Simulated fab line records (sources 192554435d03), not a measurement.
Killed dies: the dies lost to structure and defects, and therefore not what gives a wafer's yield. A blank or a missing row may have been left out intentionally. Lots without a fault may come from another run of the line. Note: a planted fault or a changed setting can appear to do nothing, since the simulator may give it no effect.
Matching of chambers    flow n5Finfet    N5_BEOL_M9_ALD_74 on aldMetal-02: 4 sister chambers
The step deposits TaN, target thk 2 nm, pulse time 2 s, purge time 3 s. 4 wafers are shown with their chamber, then 8 later ones without.

WAFERS, EACH WITH ITS CHAMBER
wafer   chamber  heaterPowerW (W)
L082.5  3        387
L083.5  2        414
L083.6  1        404
L086.1  0        363

WAFERS WHOSE CHAMBER IS MISSING
wafer   heaterPowerW (W)
L086.2  409
L086.3  418
L085.2  404
L085.4  415
L085.6  369
L094.1  369
L094.3  383
L094.4  409

WHICH CHAMBER EACH ONE RAN IN
wafer   from the rows above      in truth
L086.2  can't be placed: 1 or 2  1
L086.3  2                        2
L085.2  1                        1
L085.4  2                        2
L085.6  0                        0
L094.1  0                        0
L094.3  3                        3
L094.4  can't be placed: 1 or 2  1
Correct placement for 6 of the 8. Unplaceable from these rows: 2, with the true chamber sitting among the candidates in 2. Number placed wrongly: 0.
How it was worked out, from the rows above alone: a wafer's distance from a chamber is the root of the sum, over the readings, of the square of ((its reading less the chamber's mean) divided by the reading's scatter). If the next closest chamber is less than 2 further off than the closest, the wafer can't be placed; otherwise it belongs to the closest. Each chamber's mean is taken over the wafers shown for it. The scatter (one wafer shown for each chamber): square how far every hidden wafer sits from the nearest shown wafer, average those squares and take the square root.
